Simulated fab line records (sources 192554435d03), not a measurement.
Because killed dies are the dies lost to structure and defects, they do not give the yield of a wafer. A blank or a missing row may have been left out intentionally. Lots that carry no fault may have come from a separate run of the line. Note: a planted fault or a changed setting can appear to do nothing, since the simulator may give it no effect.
A struck lot beside a sound one | flow n5 finfet | 14 steps out of a route of 1938
Sound: the wafers L328.1, L328.4, L328.5. Struck: wafers L330.4, L330.6. (L330.5 of the same lot was not struck and is left out.) The cause comes at the end.
At each step with rows: each side's tool, then ch and its chambers, then its first start. Under that, the readings that differ: sound wafers | struck wafers | difference of the means | sigmas: that difference in standard deviations of wafers without a fault.
alike: words and numbers the same on both sides, and readings whose means are apart by under 2 such deviations; not compared: readings that were withheld, readings missing a value for some wafer, numbers with overlapping values and no deviation given by the record, and bounds like >300 which may hide the same value.
The two part at a step that has a row with sigmas, a row that says differs or no value, or rows on one side only. Non-overlapping numbers with no deviation appear without sigmas and do not part them. Lack of a reading on every wafer of one side parts them only where that side has two or more wafers.

first, 6 steps without rows for these wafers: N5_MIM_BOT_LITHO_EBR_04; N5_MIM_BOT_LITHO_SOFTBAKE_03 (time 90 s); N5_MIM_BOT_LITHO_EXPOSE_05 (exposes mask MIM BOT); N5_MIM_BOT_LITHO_PEB_06; N5_MIM_BOT_LITHO_DEVELOP_07 (develop time 60 s); N5_MIM_BOT_LITHO_HARDBAKE_09 (time 120 s).
N5_MIM_BOT_LITHO_CD_MEAS_08: the cd target is 3000 nm.
  sound on cd sem-01 ch 0, day 14 04:32; struck on cd sem-03 ch 0, day 14 14:23
  reading    | sound                | struck        | difference | sigmas
  cd nm (nm) | 3001.0 3000.8 3004.0 | 2998.7 2998.5 | -3.3       | -2
N5_MIM_BOT_LITHO_OVL_MEAS_11:
  sound on overlay-01 ch 0, day 14 04:34; struck on overlay-01 ch 0, day 14 14:25
  alike: MIM_BOT_OVL
N5_MIM_BOT_LITHO_INSPECT_12: inspects for defects (macro).
  sound: defect inspect-01 at day 14 04:35; struck: defect inspect-01 at day 14 14:26
  alike: raw defect count
N5_MIM_BOT_LITHO_DESCUM_10: chemistry O2, time 7.9 s.
  sound on rie diel-02 ch 0,2, day 14 04:37; struck on rie diel-04 ch 0,3, day 14 14:29
  alike: bias power w, drypump motor current A, o2 flow sccm, oes product au, rf vpp V, showerhead plenum p Torr, temp c, throttle valve pct
  not compared: rf hours counter h
N5_MIM_BOT_ETCH_ETCH_04: etches SiNx in CF4/O2, target depth 26 nm, time 13 s.
  sound on rie diel-02 ch 0,2, day 14 04:41; struck on rie diel-04 ch 0,3, day 14 14:34
  reading      | sound             | struck      | difference | sigmas
  rf vpp V (V) | 236.9 239.8 238.2 | 243.8 243.8 | +5.5       | +2
  alike: bias w, drypump motor current A, oes_f_703_au, oes product au, showerhead plenum p Torr, throttle valve pct
  not compared: rf hours counter h
N5_MIM_BOT_ETCH_ETCH_03: etches the open film in Cl2/BCl3, target depth 12 nm.
  sound on rie metal-01 ch 1, day 14 04:46; struck on rie metal-01 ch 0, day 14 14:39
  reading                     | sound          | struck    | difference | sigmas
  drypump motor current A (A) | 5.72 5.74 5.73 | 6.36 6.37 | +0.63      | +3
  alike: bias w, oes product au, throttle valve pct
  not compared: rf hours counter h
N5_MIM_BOT_ETCH_ETCH_00: etches TiN in Cl2/BCl3, target depth 45.5 nm.
  sound on rie metal-01 ch 1, day 14 04:52; struck on rie metal-01 ch 0, day 14 14:45
  reading                     | sound             | struck      | difference | sigmas
  bias w (W)                  | 125.9 126.0 126.0 | 162.9 162.8 | +36.9      | +99 or more
  drypump motor current A (A) | 5.71 5.73 5.73    | 6.43 6.43   | +0.71      | +3
  model.etch.depth nm (nm)    | 44.83 45.08 45.26 | 50.56 50.31 | +5.38      |
  alike: oes product au, throttle valve pct
  not compared: rf hours counter h
N5_MIM_BOT_ETCH_STRIP_01: strips in O2.
  sound on rie diel-06 ch 0,1,2, day 14 05:03; struck on rie diel-04 ch 0,2, day 14 14:54
  alike: drypump motor current A, o2 flow sccm, oes product au, rf vpp V, showerhead plenum p Torr, temp c, throttle valve pct
  not compared: rf hours counter h

## WHERE THEY PART
At N5_MIM_BOT_LITHO_CD_MEAS_08 first; at N5_MIM_BOT_ETCH_ETCH_00 last (within this record only). Later steps at which nothing parts them and some readings are alike: N5_MIM_BOT_ETCH_STRIP_01.

WHY: whatever the simulator had introduced
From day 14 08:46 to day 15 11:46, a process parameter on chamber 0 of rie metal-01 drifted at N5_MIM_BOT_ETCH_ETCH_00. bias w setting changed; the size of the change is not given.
